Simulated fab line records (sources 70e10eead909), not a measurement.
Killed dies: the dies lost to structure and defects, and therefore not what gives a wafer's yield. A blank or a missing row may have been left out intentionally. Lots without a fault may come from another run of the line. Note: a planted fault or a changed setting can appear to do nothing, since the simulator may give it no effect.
fab line records || flow nand-harc
[record] {"lots": 5, "wafers": 15, "last-day": 23}
route steps=1159 shown P_GATE@136 END@1159
lots with no fault: from the same line, run without faults
start-h: hours from the record's opening day to when the first of the lot's shown wafers began || wait-h: hours since the lot's step before || " identical to the entry in the row above || L1.1+2: a row that stands for several wafers || - value missing, or start not given || * or withheld: withheld || < > ~ a bound
route shown NAME@n: names a module that has steps shown in the file, with the first one's number in the route || usual: mean/standard deviation taken from wafers without a fault || same: alike in all rows || chamber/n: place in a boat || sites: readings site by site || _std_site: standard deviation of those values || _edge_site: the outer-site mean with the inner-site mean subtracted || radius-mm: how far each site lies from the wafer's centre || mask NAME#n: copy n || behind: the most recent tool/chamber to have shaped the wafer || hold: what put the lot on hold/how long, in hours/how the hold closed || device: whichever transistor did not switch (one of n, p or np) || end of line: tests of these same wafers at the route's end || a step given without rows: its recipe and nothing more || killed: count of dies lost to structure and defects at first sort (not the wafer's yield) || map: the dies of a wafer, with x for killed, . for not killed, _ for no die there
set.NAME: the run value of the setting; set.NAME@STEP: its run value at that earlier step || model.NAME: the simulator's own value behind a step, which no gauge read
lots at selected steps of the route; one table per step, one row per wafer
services: when a tool's chamber went out of use (start-h, in hours from the record's first day, below 0 if earlier), for how many hours, and the reason
[[steps]]
[step NHARC_P_GATE_SOFTBAKE_21]
[recipe] {"temp-c": 105, "time-s": 55}
[step NHARC_P_GATE_EBR_22]
[step NHARC_P_GATE_EXPOSE_23]
[recipe] {"na": 1.35, "target-cd-nm": 120, "dose-mj": 93.91, "mask-id": "P_GATE"}
[step NHARC_P_GATE_PEB_24]
[recipe] {"peb-temp-c": 100, "peb-time-s": 65}
[step NHARC_P_GATE_DEVELOP_25]
[recipe] {"develop-time-s": 35, "dev-temp-c": 23}
[step NHARC_P_GATE_DESCUM_31]
[recipe] {"time-s": 3, "o2-flow-sccm": 200, "ar-flow-sccm": 0, "bias-power-w": 0, "chemistry": "O2"}
[step NHARC_P_GATE_ETCH_104]
[recipe] {"target-depth-a": 600, "time-s": "withheld", "cf4-flow-sccm": 100, "chf3-flow-sccm": 30, "ar-flow-sccm": 0, "rf-w": 500, "bias-w": 200, "chemistry": "CF4/CHF3"}
[step NHARC_P_GATE_HM_OPEN_105]
[recipe] {"target-depth-a": 3600, "o2-flow-sccm": 400, "cos-flow-sccm": 20, "ar-flow-sccm": 0, "rf-w": 500, "bias-w": 300, "chemistry": "O2/COS"}
[step NHARC_P_GATE_STRIP_106]
[recipe] {"o2-flow-sccm": 400, "cos-flow-sccm": 20, "ar-flow-sccm": 0, "bias-w": 0, "chemistry": "O2/COS"}
[step NHARC_P_GATE_ETCH_114]
[recipe] {"target-depth-a": 300, "overetch-a": 30, "time-s": 16.5, "ion-energy-ev": 100, "cf4-flow-sccm": 80, "o2-flow-sccm": 20, "ar-flow-sccm": 0, "rf-w": 300, "bias-w": 100, "chemistry": "CF4/O2"}
[usual] {"cf4-flow-sccm": "79.98/0.24", "chamber-pressure-mTorr": "30.00/0.061", "drypump-motor-current-A": "5.57/0.28", "oes-product-au": "1.000/0.0067", "rf-vpp-V": "198.2/1.3", "showerhead-plenum-p-Torr": "1.35/0.051", "throttle-valve-pct": "13.398/0.0083"}
{"lot.wafer": "L835.3", "tool": "rie-diel-04", "chamber": 1, "start-h": 169, "wait-h": "-", "cf4-flow-sccm": 79.99, "chamber-pressure-mTorr": 30.01, "drypump-motor-current-A": 5.56, "oes-product-au": 1.004, "rf-hours-counter-h": 16, "rf-vpp-V": 199.8, "showerhead-plenum-p-Torr": 1.44, "throttle-valve-pct": 13.392}
{"lot.wafer": "L835.5", "tool": "rie-diel-04", "chamber": 2, "start-h": 169, "wait-h": "-", "cf4-flow-sccm": 79.64, "chamber-pressure-mTorr": 29.95, "drypump-motor-current-A": 5.07, "oes-product-au": 1.011, "rf-hours-counter-h": "-", "rf-vpp-V": 198.0, "showerhead-plenum-p-Torr": 1.35, "throttle-valve-pct": 13.398}
{"lot.wafer": "L835.6", "tool": "rie-diel-04", "chamber": 3, "start-h": 169, "wait-h": "-", "cf4-flow-sccm": 80.04, "chamber-pressure-mTorr": 30.03, "drypump-motor-current-A": 5.72, "oes-product-au": 1.014, "rf-hours-counter-h": "-", "rf-vpp-V": 200.0, "showerhead-plenum-p-Torr": 1.39, "throttle-valve-pct": 13.407}
{"lot.wafer": "L833.3", "tool": "rie-diel-12", "chamber": 0, "start-h": 170, "wait-h": "-", "cf4-flow-sccm": 80.20, "chamber-pressure-mTorr": 29.96, "drypump-motor-current-A": 5.50, "oes-product-au": 0.999, "rf-hours-counter-h": 26, "rf-vpp-V": 199.4, "showerhead-plenum-p-Torr": 1.41, "throttle-valve-pct": 13.400}
{"lot.wafer": "L833.2", "tool": "rie-diel-12", "chamber": 2, "start-h": 170, "wait-h": "-", "cf4-flow-sccm": 79.81, "chamber-pressure-mTorr": 30.04, "drypump-motor-current-A": 5.86, "oes-product-au": 0.992, "rf-hours-counter-h": 28, "rf-vpp-V": 198.4, "showerhead-plenum-p-Torr": 1.29, "throttle-valve-pct": 13.391}
{"lot.wafer": "L833.5", "tool": "rie-diel-12", "chamber": 3, "start-h": 170, "wait-h": "-", "cf4-flow-sccm": 79.86, "chamber-pressure-mTorr": 30.00, "drypump-motor-current-A": 5.41, "oes-product-au": 1.006, "rf-hours-counter-h": "-", "rf-vpp-V": 198.4, "showerhead-plenum-p-Torr": 1.29, "throttle-valve-pct": 13.414}
{"lot.wafer": "L837.2", "tool": "rie-diel-12", "chamber": 2, "start-h": 179, "wait-h": "-", "cf4-flow-sccm": 79.73, "chamber-pressure-mTorr": 30.03, "drypump-motor-current-A": 5.85, "oes-product-au": 0.998, "rf-hours-counter-h": 29, "rf-vpp-V": 197.0, "showerhead-plenum-p-Torr": 1.29, "throttle-valve-pct": 13.399}
{"lot.wafer": "L837.1", "tool": "rie-diel-12", "chamber": 3, "start-h": 179, "wait-h": "-", "cf4-flow-sccm": 79.99, "chamber-pressure-mTorr": 30.04, "drypump-motor-current-A": 5.41, "oes-product-au": 1.000, "rf-hours-counter-h": 23, "rf-vpp-V": 197.4, "showerhead-plenum-p-Torr": 1.29, "throttle-valve-pct": 13.403}
{"lot.wafer": "L837.5", "tool": "rie-diel-12", "chamber": 2, "start-h": 179, "wait-h": "-", "cf4-flow-sccm": 79.76, "chamber-pressure-mTorr": 30.00, "drypump-motor-current-A": 5.88, "oes-product-au": 0.993, "rf-hours-counter-h": "-", "rf-vpp-V": 196.5, "showerhead-plenum-p-Torr": 1.29, "throttle-valve-pct": 13.407}
{"lot.wafer": "L838.1", "tool": "rie-diel-12", "chamber": 0, "start-h": 189, "wait-h": "-", "cf4-flow-sccm": 79.83, "chamber-pressure-mTorr": 30.01, "drypump-motor-current-A": 5.51, "oes-product-au": 1.001, "rf-hours-counter-h": 30, "rf-vpp-V": 199.2, "showerhead-plenum-p-Torr": 1.40, "throttle-valve-pct": 13.392}
{"lot.wafer": "L838.3", "tool": "rie-diel-12", "chamber": 1, "start-h": 189, "wait-h": "-", "cf4-flow-sccm": 79.72, "chamber-pressure-mTorr": 29.96, "drypump-motor-current-A": 5.79, "oes-product-au": 1.002, "rf-hours-counter-h": 31, "rf-vpp-V": 197.6, "showerhead-plenum-p-Torr": 1.33, "throttle-valve-pct": 13.398}
{"lot.wafer": "L838.6", "tool": "rie-diel-12", "chamber": 0, "start-h": 189, "wait-h": "-", "cf4-flow-sccm": 79.60, "chamber-pressure-mTorr": 30.00, "drypump-motor-current-A": 5.53, "oes-product-au": 1.008, "rf-hours-counter-h": "-", "rf-vpp-V": 199.5, "showerhead-plenum-p-Torr": 1.40, "throttle-valve-pct": 13.395}
{"lot.wafer": "L841.3", "tool": "rie-diel-12", "chamber": 3, "start-h": 199, "wait-h": "-", "cf4-flow-sccm": 80.45, "chamber-pressure-mTorr": 29.98, "drypump-motor-current-A": 5.45, "oes-product-au": 1.009, "rf-hours-counter-h": 28, "rf-vpp-V": 197.1, "showerhead-plenum-p-Torr": 1.29, "throttle-valve-pct": 13.398}
{"lot.wafer": "L841.5", "tool": "rie-diel-12", "chamber": 3, "start-h": 199, "wait-h": "-", "cf4-flow-sccm": 80.28, "chamber-pressure-mTorr": 30.01, "drypump-motor-current-A": 5.40, "oes-product-au": 1.014, "rf-hours-counter-h": "-", "rf-vpp-V": 195.2, "showerhead-plenum-p-Torr": 1.29, "throttle-valve-pct": 13.398}
{"lot.wafer": "L841.4", "tool": "rie-diel-12", "chamber": 0, "start-h": 199, "wait-h": "-", "cf4-flow-sccm": 79.67, "chamber-pressure-mTorr": 29.93, "drypump-motor-current-A": 5.53, "oes-product-au": 1.002, "rf-hours-counter-h": "-", "rf-vpp-V": 198.2, "showerhead-plenum-p-Torr": 1.40, "throttle-valve-pct": 13.390}
[step NHARC_P_GATE_ETCH_32]
[recipe] {"target-depth-a": 1500, "over-etch-frac": 1, "over-etch-ion-energy-ev": 40, "time-s": 100.1, "hbr-flow-sccm": 150, "cl2-flow-sccm": 50, "rf-w": 400, "icp-w": 400, "bias-w": 100, "chemistry": "HBr/Cl2"}
[step NHARC_P_GATE_STRIP_108]
[recipe] {"o2-flow-sccm": 500, "ar-flow-sccm": 0, "bias-w": 0, "chemistry": "O2"}
[step NHARC_P_GATE_STRIP_35]
[recipe] {"time-s": 600, "temp-c": 130, "chemistry": "SPM"}
[step NHARC_P_GATE_PRECLEAN_73]
[recipe] {"time-s": "*", "temp-c": 50, "bath-age-min": 0, "chemistry": "SC1"}
[step NHARC_P_GATE_SRD_74]
[step NHARC_P_GATE_ALD_36]
[recipe] {"target-thk-a": 200, "pulse-time-s": 60, "ald-cycles": 223, "temp-c": 400, "material": "SiNx"}
[step NHARC_P_GATE_ETCHBACK_37]
[recipe] {"target-depth-a": 345, "time-s": 17.2, "chf3-flow-sccm": 50, "o2-flow-sccm": 10, "ar-flow-sccm": 200, "rf-w": 500, "bias-w": 200, "chemistry": "CHF3/O2"}
[step NHARC_P_GATE_STRIP_101]
[recipe] {"time-s": 20, "o2-flow-sccm": 500, "ar-flow-sccm": 0, "bias-w": 0, "chemistry": "O2"}
[step NHARC_P_GATE_PRECLEAN_97]
[recipe] {"time-s": 600, "temp-c": 120, "chemistry": "SPM"}
[step NHARC_P_GATE_SRD_98]
[step NHARC_P_GATE_PRECLEAN_99]
[recipe] {"time-s": "*", "temp-c": 50, "bath-age-min": 0, "chemistry": "SC1"}
[step NHARC_P_GATE_SRD_100]
[step NHARC_P_GATE_DEHYDRATE_38]
[recipe] {"temp-c": 150, "time-s": 120}
[step NHARC_P_GATE_HMDS_39]
[recipe] {"time-s": 30}
[step NHARC_P_GATE_COAT_40]
[recipe] {"spin-rpm": 3000}
[step NHARC_P_GATE_SOFTBAKE_41]
[recipe] {"temp-c": 122, "time-s": 95}
[step NHARC_P_GATE_EBR_42]
[step NHARC_P_GATE_EXPOSE_43]
[recipe] {"na": 0.6, "target-cd-nm": 720, "dose-mj": 14.81, "mask-id": "P_NSD"}
[step NHARC_P_GATE_PEB_44]
[recipe] {"peb-temp-c": 118, "peb-time-s": 85}
[step NHARC_P_GATE_DEVELOP_45]
[recipe] {"time-s": 70}
[step NHARC_P_GATE_HARDBAKE_47]
[recipe] {"temp-c": 125, "time-s": 80}
[step NHARC_P_GATE_DESCUM_48]
[recipe] {"time-s": 3, "o2-flow-sccm": 200, "ar-flow-sccm": 0, "bias-power-w": 0, "chemistry": "O2"}
[step NHARC_P_GATE_IMPLANT_49]
[recipe] {"energy-kev": 30, "dose-cm2": 3e+15, "tilt-deg": 7}
[step NHARC_P_GATE_STRIP_111]
[recipe] {"power-w": 1500, "temp-c": 110, "time-s": 250, "chemistry": "N2/H2"}
[step NHARC_P_GATE_STRIP_75]
[recipe] {"power-w": 1500, "temp-c": 250, "chemistry": "O2"}
[step NHARC_P_GATE_STRIP_50]
[recipe] {"time-s": 900, "temp-c": 130, "chemistry": "SPM"}
[step NHARC_P_GATE_DEHYDRATE_51]
[recipe] {"temp-c": 150, "time-s": 120}
[step NHARC_P_GATE_INSPECT_68]
[usual] {"raw-defect-count": "211/73"}
{"lot.wafer": "L835.3", "tool": "defect-inspect-02", "chamber": "-", "start-h": 187.36, "wait-h": 0.1, "raw-defect-count": 207}
{"lot.wafer": "L835.5", "tool": "defect-inspect-02", "chamber": "-", "start-h": 187.36, "wait-h": 0.1, "raw-defect-count": 176}
{"lot.wafer": "L835.6", "tool": "defect-inspect-02", "chamber": "-", "start-h": 187.36, "wait-h": 0.1, "raw-defect-count": 230}
{"lot.wafer": "L833.2", "tool": "defect-inspect-02", "chamber": "-", "start-h": 188.55, "wait-h": 0.1, "raw-defect-count": 162}
{"lot.wafer": "L833.3", "tool": "defect-inspect-02", "chamber": "-", "start-h": 188.55, "wait-h": 0.1, "raw-defect-count": 246}
{"lot.wafer": "L833.5", "tool": "defect-inspect-02", "chamber": "-", "start-h": 188.55, "wait-h": 0.1, "raw-defect-count": 234}
{"lot.wafer": "L837.1", "tool": "defect-inspect-02", "chamber": "-", "start-h": 197.31, "wait-h": 0.2, "raw-defect-count": 606}
{"lot.wafer": "L837.2", "tool": "defect-inspect-02", "chamber": "-", "start-h": 197.31, "wait-h": 0.2, "raw-defect-count": 653}
{"lot.wafer": "L837.5", "tool": "defect-inspect-02", "chamber": "-", "start-h": 197.31, "wait-h": 0.2, "raw-defect-count": 706}
{"lot.wafer": "L838.1", "tool": "defect-inspect-02", "chamber": "-", "start-h": 207.66, "wait-h": 0.2, "raw-defect-count": 650}
{"lot.wafer": "L838.3", "tool": "defect-inspect-02", "chamber": "-", "start-h": 207.66, "wait-h": 0.2, "raw-defect-count": 640}
{"lot.wafer": "L838.6", "tool": "defect-inspect-02", "chamber": "-", "start-h": 207.66, "wait-h": 0.2, "raw-defect-count": 644}
{"lot.wafer": "L841.3", "tool": "defect-inspect-02", "chamber": "-", "start-h": 217.89, "wait-h": 0.1, "raw-defect-count": 660}
{"lot.wafer": "L841.4", "tool": "defect-inspect-02", "chamber": "-", "start-h": 217.89, "wait-h": 0.1, "raw-defect-count": 765}
{"lot.wafer": "L841.5", "tool": "defect-inspect-02", "chamber": "-", "start-h": 217.89, "wait-h": 0.1, "raw-defect-count": 720}
[step NHARC_END_SORT_01]
[recipe] {"temp-c": 25}
[usual] {"killed-at-array": "29/11", "killed-at-other": "0.6/0.89", "killed-at-periphery": "3.8/2.8", "killed-dies": "33/12", "killed-open": "3.5/1.9", "killed-short": "1.9/1.3"}
[same] {"gross-dies": 677}
{"lot.wafer": "L833.2", "tool": "prober-02", "chamber": 0, "start-h": 513.49, "wait-h": 2.8, "killed-at-array": 36, "killed-at-other": 0, "killed-at-periphery": 3, "killed-dies": 39, "killed-open": 8, "killed-short": 3}
{"lot.wafer": "L833.3", "tool": "prober-02", "chamber": 0, "start-h": 514.29, "wait-h": 3.1, "killed-at-array": 27, "killed-at-other": 0, "killed-at-periphery": 6, "killed-dies": 33, "killed-open": 7, "killed-short": 3}
{"lot.wafer": "L833.5", "tool": "prober-02", "chamber": 0, "start-h": 515.88, "wait-h": 3.7, "killed-at-array": 28, "killed-at-other": 0, "killed-at-periphery": 6, "killed-dies": 34, "killed-open": 2, "killed-short": 3}
{"lot.wafer": "L835.3", "tool": "prober-01", "chamber": 0, "start-h": 515.69, "wait-h": 3.1, "killed-at-array": 48, "killed-at-other": 2, "killed-at-periphery": 5, "killed-dies": 55, "killed-open": 3, "killed-short": 2}
{"lot.wafer": "L835.5", "tool": "prober-01", "chamber": 0, "start-h": 517.25, "wait-h": 3.6, "killed-at-array": 37, "killed-at-other": 0, "killed-at-periphery": 7, "killed-dies": 44, "killed-open": 1, "killed-short": 2}
{"lot.wafer": "L835.6", "tool": "prober-01", "chamber": 0, "start-h": 518.03, "wait-h": 3.9, "killed-at-array": 36, "killed-at-other": 1, "killed-at-periphery": 5, "killed-dies": 42, "killed-open": 0, "killed-short": 2}
{"lot.wafer": "L837.1", "tool": "prober-02", "chamber": 0, "start-h": 526.07, "wait-h": 2.5, "killed-at-array": 36, "killed-at-other": 0, "killed-at-periphery": 43, "killed-dies": 79, "killed-open": 0, "killed-short": 3}
{"lot.wafer": "L837.2", "tool": "prober-02", "chamber": 0, "start-h": 526.88, "wait-h": 2.8, "killed-at-array": 23, "killed-at-other": 0, "killed-at-periphery": 89, "killed-dies": 112, "killed-open": 4, "killed-short": 2}
{"lot.wafer": "L837.5", "tool": "prober-02", "chamber": 0, "start-h": 529.29, "wait-h": 3.7, "killed-at-array": 27, "killed-at-other": 0, "killed-at-periphery": 89, "killed-dies": 116, "killed-open": 2, "killed-short": 0}
{"lot.wafer": "L838.1", "tool": "prober-02", "chamber": 0, "start-h": 547.20, "wait-h": 2.5, "killed-at-array": 26, "killed-at-other": 2, "killed-at-periphery": 92, "killed-dies": 120, "killed-open": 3, "killed-short": 3}
{"lot.wafer": "L838.3", "tool": "prober-02", "chamber": 0, "start-h": 548.78, "wait-h": 3.1, "killed-at-array": 32, "killed-at-other": 0, "killed-at-periphery": 82, "killed-dies": 114, "killed-open": 5, "killed-short": 0}
{"lot.wafer": "L838.6", "tool": "prober-02", "chamber": 0, "start-h": 551.16, "wait-h": 4.0, "killed-at-array": 19, "killed-at-other": 1, "killed-at-periphery": 81, "killed-dies": 101, "killed-open": 3, "killed-short": 1}
{"lot.wafer": "L841.3", "tool": "prober-01", "chamber": 0, "start-h": 548.77, "wait-h": 3.1, "killed-at-array": 52, "killed-at-other": 1, "killed-at-periphery": 42, "killed-dies": 95, "killed-open": 5, "killed-short": 0}
{"lot.wafer": "L841.4", "tool": "prober-01", "chamber": 0, "start-h": 549.57, "wait-h": 3.4, "killed-at-array": 47, "killed-at-other": 1, "killed-at-periphery": 81, "killed-dies": 129, "killed-open": 3, "killed-short": 4}
{"lot.wafer": "L841.5", "tool": "prober-01", "chamber": 0, "start-h": 550.36, "wait-h": 3.7, "killed-at-array": 47, "killed-at-other": 0, "killed-at-periphery": 49, "killed-dies": 96, "killed-open": 4, "killed-short": 3}
// killed by level:class
L833.2 A_SLIT:chamber-film-flake=15 A_CHANNEL_HOLE_D1:chamber-film-flake=4 A_CONTACT:geometric-particle:open=3 A_CONTACT:chamber-film-flake=3 A_SGD_CUT:geometric-particle:open=2 A_STAIRCASE:chamber-film-flake=2 P_M0:geometric-particle:open=1 A_ONON_D1:geometric-particle:short=1
L833.3 A_SLIT:chamber-film-flake=13 A_STAIRCASE:chamber-film-flake=6 P_M0:geometric-particle:short=2 P_GATE:geometric-particle:open=1 P_M0:geometric-particle:open=1 A_ONON_D1:geometric-particle:open=1 A_CHANNEL_FILL_D1:geometric-particle:open=1 A_WL_FILL:geometric-particle:open=1
L835.3 A_SLIT:chamber-film-flake=18 A_CHANNEL_HOLE_D1:chamber-film-flake=18 A_CONTACT:chamber-film-flake=6 A_STAIRCASE:chamber-film-flake=3 A_CONTACT:geometric-particle:open=2 P_STI:chamber-film-flake=2 P_CONTACT:geometric-particle:open=1 A_ONON_D1:geometric-particle:short=1
L833.5 A_SLIT:chamber-film-flake=9 A_STAIRCASE:chamber-film-flake=7 A_CHANNEL_HOLE_D1:chamber-film-flake=5 A_CONTACT:chamber-film-flake=3 P_M0:geometric-particle:open=2 P_GATE:chamber-film-flake=2 A_WL_FILL:geometric-particle:short=1 A_BLC:geometric-particle:short=1
L835.5 A_CHANNEL_HOLE_D1:chamber-film-flake=14 A_SLIT:chamber-film-flake=13 A_STAIRCASE:chamber-film-flake=6 P_STI:chamber-film-flake=5 A_CONTACT:chamber-film-flake=2 P_GATE:geometric-particle:short=1 A_STAIRCASE:geometric-particle:short=1 A_SGD_CUT:geometric-particle:open=1
L835.6 A_CHANNEL_HOLE_D1:chamber-film-flake=13 A_SLIT:chamber-film-flake=12 A_STAIRCASE:chamber-film-flake=5 P_STI:chamber-film-flake=4 A_CONTACT:chamber-film-flake=3 A_M0:geometric-particle:short=2 P_BONDPAD:chamber-film-flake=1 A_WL_FILL:chamber-film-flake=1
L837.1 P_GATE:unspecified=40 A_CHANNEL_HOLE_D1:chamber-film-flake=16 A_SLIT:chamber-film-flake=13 P_CONTACT:chamber-film-flake=3 A_WL_FILL:geometric-particle:short=2 A_CONTACT:chamber-film-flake=2 A_ONON_D1:geometric-particle:short=1 A_STAIRCASE:chamber-film-flake=1
L837.2 P_GATE:unspecified=77 P_CONTACT:chamber-film-flake=9 A_SLIT:chamber-film-flake=8 A_CHANNEL_HOLE_D1:chamber-film-flake=4 A_CONTACT:geometric-particle:open=2 A_CONTACT:geometric-particle:short=2 A_STAIRCASE:chamber-film-flake=2 P_GATE:chamber-film-flake=2
L837.5 P_GATE:unspecified=83 A_CHANNEL_HOLE_D1:chamber-film-flake=15 A_SLIT:chamber-film-flake=8 P_CONTACT:chamber-film-flake=5 A_ONON_D1:geometric-particle:open=2 A_WL_FILL:chamber-film-flake=2 P_ZERO_WELL:chamber-film-flake=1
L838.1 P_GATE:unspecified=84 A_CHANNEL_HOLE_D1:chamber-film-flake=18 P_M1:chamber-film-flake=5 A_CONTACT:chamber-film-flake=3 A_CONTACT:geometric-particle:open=2 P_STI:chamber-film-flake=2 P_CONTACT:geometric-particle:short=1 A_CHANNEL_HOLE_D1:geometric-particle:short=1
L841.3 P_GATE:unspecified=38 A_CHANNEL_HOLE_D1:chamber-film-flake=25 A_SLIT:chamber-film-flake=18 P_GATE:chamber-film-flake=3 A_CONTACT:geometric-particle:open=2 A_M0:geometric-particle:open=2 P_M0:geometric-particle:open=1 A_CHANNEL_FILL_D1:chamber-film-flake=1
L838.3 P_GATE:unspecified=81 A_CHANNEL_HOLE_D1:chamber-film-flake=21 A_CONTACT:chamber-film-flake=7 A_CHANNEL_FILL_D1:geometric-particle:open=2 P_M0:geometric-particle:open=1 A_CHANNEL_HOLE_D1:geometric-particle:open=1 A_WL_FILL:geometric-particle:open=1
L841.4 P_GATE:unspecified=78 A_CHANNEL_HOLE_D1:chamber-film-flake=25 A_SLIT:chamber-film-flake=13 A_WL_FILL:geometric-particle:short=2 P_STI:chamber-film-flake=2 A_CHANNEL_HOLE_D1:geometric-particle:short=1 A_CHANNEL_FILL_D1:geometric-particle:open=1 A_CHANNEL_FILL_D1:geometric-particle:short=1
L841.5 P_GATE:unspecified=43 A_CHANNEL_HOLE_D1:chamber-film-flake=19 A_SLIT:chamber-film-flake=19 P_GATE:chamber-film-flake=6 A_ONON_D1:geometric-particle:short=2 A_BLC:geometric-particle:open=2 A_ONON_D1:geometric-particle:open=1 A_CHANNEL_FILL_D1:geometric-particle:open=1
L838.6 P_GATE:unspecified=79 A_CHANNEL_HOLE_D1:chamber-film-flake=15 A_CONTACT:chamber-film-flake=2 P_GATE:geometric-particle:open=1 P_M0:geometric-particle:open=1 A_CONTACT:geometric-particle:open=1 A_M0:geometric-particle:short=1 THIN_TSV:chamber-film-flake=1
// map L837.5 (x killed, . not)
____________.____________
_________......._________
_______..........._______
______.x.x.........______
_____.x.x..........._____
____.xx.x...........x____
____..xxxx...........____
___....x..............___
___....xx.............___
__.x...................__
__x....................__
_xx....x................_
_x......................_
_xx....................._
_x......................_
_......................._
...........x......x......
...............x.........
........x.....x..........
.x......xxxxx............
x.....xxxxxxx..x.........
_.....xxxxxxx..........._
_....xxxxxxxx..........._
_...x.xxxxxxx..........._
_...xxxxxxxxxxx........._
_....xxxxxxxx.xx......x._
__...x.xxxxxxx.........__
__.....xxxxxx..........__
___...xxxxxx.x........___
___....xxxx...........___
____.....xx..........____
____.................____
_____..............._____
______.............______
_______..........._______
_________......._________
____________.____________
// map L838.1 (x killed, . not)
____________.____________
_________......._________
_______.......x..._______
______.............______
_____...x.....x....._____
____.x.xxxx.x........____
____xxxxxxx........x.____
___..xxxxx............___
___x.xxxxxxx..........___
__....xxxxxxx..........__
__..xxxxxxxxx.x........__
_...xxxxxxxx............_
_x..xxxxxxx.x..........._
_....xxxxxxxxx.........._
_....xxxxxx.x..........._
_...x..xxxxx............_
......xxxx..x............
........x.x..............
.....x...x...............
.........................
...........x.............
_.......x..x...x........_
_.........x............._
_........x.x.x......x..._
_x.......xxxx.......x..._
_.........xx.x......x..._
__.....x..x............__
__........x............__
___........x..........___
___...........x.......___
____.................____
____.................____
_____..............._____
______.............______
_______..........._______
_________x......_________
____________.____________
[[services]]
{"tool": "rie-diel-04", "chamber": 0, "start-h": 145.59, "hours": "-", "kind": "clean"}
{"tool": "rie-diel-04", "chamber": 1, "start-h": 145.59, "hours": "-", "kind": "clean"}
{"tool": "rie-diel-04", "chamber": 2, "start-h": 145.59, "hours": "-", "kind": "clean"}
{"tool": "rie-diel-04", "chamber": 3, "start-h": 145.59, "hours": "-", "kind": "clean"}
{"tool": "rie-diel-12", "chamber": 3, "start-h": 146.58, "hours": 16.9, "kind": "repair"}
{"tool": "rie-diel-12", "chamber": 0, "start-h": 156.97, "hours": "-", "kind": "clean"}
{"tool": "rie-diel-12", "chamber": 1, "start-h": 156.97, "hours": "-", "kind": "clean"}
{"tool": "rie-diel-12", "chamber": 2, "start-h": 156.97, "hours": "-", "kind": "clean"}
{"tool": "rie-diel-04", "chamber": 0, "start-h": 170.15, "hours": "-", "kind": "clean"}
{"tool": "rie-diel-04", "chamber": 1, "start-h": 170.15, "hours": "-", "kind": "clean"}
{"tool": "rie-diel-04", "chamber": 2, "start-h": 170.15, "hours": "-", "kind": "clean"}
{"tool": "rie-diel-04", "chamber": 3, "start-h": 170.15, "hours": "-", "kind": "clean"}
{"tool": "rie-diel-12", "chamber": 0, "start-h": 181.47, "hours": "-", "kind": "clean"}
{"tool": "rie-diel-12", "chamber": 1, "start-h": 181.47, "hours": "-", "kind": "clean"}
{"tool": "rie-diel-12", "chamber": 2, "start-h": 181.47, "hours": "-", "kind": "clean"}
{"tool": "rie-diel-12", "chamber": 3, "start-h": 181.47, "hours": "-", "kind": "clean"}
{"tool": "rie-diel-04", "chamber": 0, "start-h": 194.65, "hours": "-", "kind": "clean"}
{"tool": "rie-diel-04", "chamber": 1, "start-h": 194.65, "hours": "-", "kind": "clean"}
{"tool": "rie-diel-04", "chamber": 2, "start-h": 194.65, "hours": "-", "kind": "clean"}
{"tool": "rie-diel-04", "chamber": 3, "start-h": 194.65, "hours": "-", "kind": "clean"}
{"tool": "rie-diel-12", "chamber": 1, "start-h": 198.75, "hours": 4.1, "kind": "repair"}
[[key]]
[first-sign] {"step": "NHARC_P_GATE_INSPECT_68", "reading": "raw-defect-count", "direction": "up", "sigmas": 6.3, "usual": 211, "struck": 672}
[effect] {"step": "NHARC_END_SORT_01", "reading": "killed-at-periphery", "direction": "up", "sigmas": 25, "usual": 3.8, "struck": 72}
[more-kills-born-at] {"NHARC_P_GATE_ETCH_114@rie-diel-12": 602}
met-at NHARC_P_GATE_ETCH_114
struck-wafers L837.1,L837.2,L837.5,L838.1,L838.3,L838.6,L841.3,L841.4,L841.5
tester-left-out L837,L838,L841
onset-between 170 179
also-fits time
[fault] {"kind": "chamber-particle-source", "tool": "rie-diel-12", "chamber": "-", "onset-h": 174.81, "steps": "NHARC_P_GATE_ETCH_114", "rate-per-visit-cm2": 0.77779, "end-h": 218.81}
// tester-left-out: of these lots the tester's yield and bins aren't shown, on N5 and GAA mostly nor the transistor test; their killed dies are dies lost to structure and defects alone, not to doping, threshold or leakage, so they don't give the yield
